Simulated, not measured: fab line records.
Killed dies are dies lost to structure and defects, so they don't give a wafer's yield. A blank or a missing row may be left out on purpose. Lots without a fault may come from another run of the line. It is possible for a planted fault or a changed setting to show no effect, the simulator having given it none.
Matching of chambers -- flow nandHarc -- rieDiel-02 running NHARC_P_BONDPAD_ACTIVATE_29: 4 sister chambers
The step chemistry N2, time 60 s. 20 wafers are shown with their chamber, then 10 later ones without.

WAFERS PAIRED WITH THEIR CHAMBERS
wafer,chamber,drypumpMotorCurrentA (A),oesProductAu (a.u.),rfVppV (V)
L076.2,3,6.0,1.006,65.0
L076.4,0,6.5,0.995,62.7
L076.6,2,5.5,1.004,64.4
L077.2,1,6.0,1.004,64.9
L077.4,2,5.5,0.998,64.3
L077.5,0,6.5,0.990,63.9
L078.2,3,6.0,1.008,63.6
L078.5,0,6.5,1.002,65.5
L078.6,3,6.0,0.989,64.8
L079.3,2,5.5,1.002,62.7
L079.5,1,6.0,1.017,63.4
L079.6,0,6.4,1.001,63.6
L086.2,3,6.0,0.989,64.4
L086.5,2,5.5,1.003,63.0
L086.6,3,5.9,0.996,65.1
L087.2,1,6.0,1.006,63.7
L087.5,2,5.5,0.997,64.4
L087.6,3,6.0,0.991,64.0
L089.1,2,5.5,0.981,64.5
L089.2,1,6.0,0.992,62.9

SIGNATURES, as means of the wafers listed above
reading,chamber 0,chamber 1,chamber 2,chamber 3,scatter within a chamber
drypumpMotorCurrentA,6.475,6.000,5.500,5.983,0.0315
oesProductAu,0.99700,1.00475,0.99750,0.99650,0.00844
rfVppV,63.925,63.725,63.883,64.483,0.84
Rule: distance of a wafer from a chamber = root of the sum over the readings of ((wafer's reading minus chamber's mean) / reading's scatter) squared. The wafer belongs to the nearest chamber; if the next one is less than 2 further off, it can't be placed. How the scatter is found: for the shown wafers, subtract from each reading the mean of its chamber, square and add these, divide the total by (wafers less chambers), then take the root.

WAFERS WITHOUT THEIR CHAMBER
wafer,drypumpMotorCurrentA (A),oesProductAu (a.u.),rfVppV (V)
L089.5,6.0,0.994,63.2
L090.3,6.0,1.008,64.3
L090.4,5.5,0.999,64.0
L090.6,6.0,1.004,64.5
L094.1,6.5,1.004,63.4
L094.2,6.1,1.004,65.2
L094.6,6.5,1.011,64.8
L097.1,6.0,0.989,64.1
L097.3,6.5,0.997,62.9
L097.6,6.0,0.994,63.5

CHAMBER TAKEN BY EACH
wafer,from the rows above,in truth
L089.5,can't be placed: 1 or 3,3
L090.3,can't be placed: 1 or 3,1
L090.4,2,2
L090.6,can't be placed: 1 or 3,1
L094.1,0,0
L094.2,can't be placed: 1 or 3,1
L094.6,0,0
L097.1,can't be placed: 3 or 1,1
L097.3,0,0
L097.6,can't be placed: 1 or 3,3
4 of 10 placed correctly. These rows do not allow placing 6 (true chamber among the candidates in 6). Wrongly placed: 0.
